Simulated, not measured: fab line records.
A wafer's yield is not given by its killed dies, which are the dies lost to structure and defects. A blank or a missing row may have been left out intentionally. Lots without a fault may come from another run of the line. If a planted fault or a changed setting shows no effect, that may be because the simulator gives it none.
Chamber matching || flow n5_finfet || N5_BEOL_M11_STRIP_19 on rie_diel-04 has 4 sister chambers
The step strips in O2. 4 wafers are shown with their chamber, then 8 later ones without.

## WAFERS PAIRED WITH THEIR CHAMBERS
{"wafer": "L090.2", "chamber": 3, "showerhead_plenum_p_Torr (Torr)": 2.08}
{"wafer": "L090.5", "chamber": 1, "showerhead_plenum_p_Torr (Torr)": 2.04}
{"wafer": "L090.6", "chamber": 2, "showerhead_plenum_p_Torr (Torr)": 2.16}
{"wafer": "L091.1", "chamber": 0, "showerhead_plenum_p_Torr (Torr)": 1.99}

## WAFERS WHOSE CHAMBER IS MISSING
{"wafer": "L091.2", "showerhead_plenum_p_Torr (Torr)": 2.04}
{"wafer": "L091.6", "showerhead_plenum_p_Torr (Torr)": 1.99}
{"wafer": "L093.2", "showerhead_plenum_p_Torr (Torr)": 2.04}
{"wafer": "L093.4", "showerhead_plenum_p_Torr (Torr)": 2.16}
{"wafer": "L093.5", "showerhead_plenum_p_Torr (Torr)": 2.04}
{"wafer": "L097.1", "showerhead_plenum_p_Torr (Torr)": 2.03}
{"wafer": "L097.3", "showerhead_plenum_p_Torr (Torr)": 2.07}
{"wafer": "L097.5", "showerhead_plenum_p_Torr (Torr)": 2.16}

## EACH ONE'S CHAMBER
{"wafer": "L091.2", "from the rows above": 1, "in truth": 1}
{"wafer": "L091.6", "from the rows above": 0, "in truth": 0}
{"wafer": "L093.2", "from the rows above": 1, "in truth": 1}
{"wafer": "L093.4", "from the rows above": 2, "in truth": 2}
{"wafer": "L093.5", "from the rows above": 1, "in truth": 1}
{"wafer": "L097.1", "from the rows above": 1, "in truth": 1}
{"wafer": "L097.3", "from the rows above": 3, "in truth": 3}
{"wafer": "L097.5", "from the rows above": 2, "in truth": 2}
Placed correctly: 8 of 8. Number that these rows cannot place: 0. Wrongly placed: 0.
How it was worked out, from the rows above alone: a wafer's distance from a chamber is the root of the sum, over the readings, of the square of ((its reading less the chamber's mean) divided by the reading's scatter). If the next closest chamber is less than 2 further off than the closest, the wafer can't be placed; otherwise it belongs to the closest. The mean given for a chamber averages the wafers shown for that chamber. The scatter: with one shown wafer a chamber, the root of the mean of the squares of how far each hidden wafer lies from its nearest shown one.
